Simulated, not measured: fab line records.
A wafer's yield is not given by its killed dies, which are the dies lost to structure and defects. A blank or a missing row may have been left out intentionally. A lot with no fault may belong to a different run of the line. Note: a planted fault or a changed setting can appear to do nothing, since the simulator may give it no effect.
Chamber matching || flow nandHarc || NHARC_P_M1_CMP_23 on cmp-01 has 4 sister chambers
The step polishes, t overpolish 20 s, target thk 157.82 nm. 16 wafers are shown with their chamber, then 8 later ones without.

== WAFERS WITH THEIR CHAMBER ==
{"wafer": "L074.1", "chamber": 3, "motorCurrentA (A)": 11.6, "timeToEndpointS (s)": 29.7}
{"wafer": "L074.2", "chamber": 0, "motorCurrentA (A)": 10.6, "timeToEndpointS (s)": 31.5}
{"wafer": "L074.3", "chamber": 1, "motorCurrentA (A)": 13.0, "timeToEndpointS (s)": 28.2}
{"wafer": "L082.1", "chamber": 2, "motorCurrentA (A)": 13.0, "timeToEndpointS (s)": 27.0}
{"wafer": "L082.4", "chamber": 0, "motorCurrentA (A)": 10.7, "timeToEndpointS (s)": 31.6}
{"wafer": "L082.5", "chamber": 1, "motorCurrentA (A)": 13.6, "timeToEndpointS (s)": 25.9}
{"wafer": "L083.1", "chamber": 3, "motorCurrentA (A)": 12.5, "timeToEndpointS (s)": 28.3}
{"wafer": "L083.5", "chamber": 2, "motorCurrentA (A)": 14.4, "timeToEndpointS (s)": 24.5}
{"wafer": "L083.6", "chamber": 1, "motorCurrentA (A)": 12.5, "timeToEndpointS (s)": 25.8}
{"wafer": "L086.1", "chamber": 1, "motorCurrentA (A)": 13.3, "timeToEndpointS (s)": 26.7}
{"wafer": "L086.2", "chamber": 3, "motorCurrentA (A)": 11.9, "timeToEndpointS (s)": 30.4}
{"wafer": "L086.3", "chamber": 0, "motorCurrentA (A)": 10.7, "timeToEndpointS (s)": 31.4}
{"wafer": "L087.3", "chamber": 2, "motorCurrentA (A)": 13.5, "timeToEndpointS (s)": 25.5}
{"wafer": "L087.5", "chamber": 2, "motorCurrentA (A)": 13.8, "timeToEndpointS (s)": 25.3}
{"wafer": "L087.6", "chamber": 1, "motorCurrentA (A)": 13.6, "timeToEndpointS (s)": 26.8}
{"wafer": "L091.1", "chamber": 2, "motorCurrentA (A)": 13.7, "timeToEndpointS (s)": 27.3}

SIGNATURES (means of the wafers above)
{"reading": "motorCurrentA", "chamber 0": 10.667, "chamber 1": 13.200, "chamber 2": 13.680, "chamber 3": 12.000, "scatter within a chamber": 0.439}
{"reading": "timeToEndpointS", "chamber 0": 31.500, "chamber 1": 26.680, "chamber 2": 25.920, "chamber 3": 29.467, "scatter within a chamber": 0.986}
Rule: for a wafer and a chamber, the distance is found by dividing, reading by reading, the gap between the wafer's reading and the chamber's mean by the reading's scatter, squaring, summing and taking the root. The wafer belongs to the nearest chamber; if the next one is less than 2 further off, it can't be placed. How the scatter is found: for the shown wafers, subtract from each reading the mean of its chamber, square and add these, divide the total by (wafers less chambers), then take the root.

== WAFERS WITHOUT THEIR CHAMBER ==
{"wafer": "L091.3", "motorCurrentA (A)": 13.6, "timeToEndpointS (s)": 25.6}
{"wafer": "L091.4", "motorCurrentA (A)": 12.3, "timeToEndpointS (s)": 29.1}
{"wafer": "L094.2", "motorCurrentA (A)": 12.3, "timeToEndpointS (s)": 28.0}
{"wafer": "L094.3", "motorCurrentA (A)": 12.6, "timeToEndpointS (s)": 23.8}
{"wafer": "L094.4", "motorCurrentA (A)": 11.0, "timeToEndpointS (s)": 31.5}
{"wafer": "L097.1", "motorCurrentA (A)": 10.9, "timeToEndpointS (s)": 27.5}
{"wafer": "L097.2", "motorCurrentA (A)": 11.1, "timeToEndpointS (s)": 30.7}
{"wafer": "L097.3", "motorCurrentA (A)": 13.1, "timeToEndpointS (s)": 25.6}

== WHICH CHAMBER EACH ONE RAN IN ==
{"wafer": "L091.3", "from the rows above": "can't be placed: 2 or 1", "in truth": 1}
{"wafer": "L091.4", "from the rows above": 3, "in truth": 3}
{"wafer": "L094.2", "from the rows above": "can't be placed: 3 or 1", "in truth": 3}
{"wafer": "L094.3", "from the rows above": "can't be placed: 1 or 2", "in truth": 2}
{"wafer": "L094.4", "from the rows above": 0, "in truth": 0}
{"wafer": "L097.1", "from the rows above": "can't be placed: 3 or 0", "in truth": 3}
{"wafer": "L097.2", "from the rows above": "can't be placed: 0 or 3", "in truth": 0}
{"wafer": "L097.3", "from the rows above": "can't be placed: 1 or 2", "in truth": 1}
Correctly placed: 2 of 8. Cannot be placed on the basis of these rows: 6; the candidates contain the true chamber in 6. 0 placed wrongly.
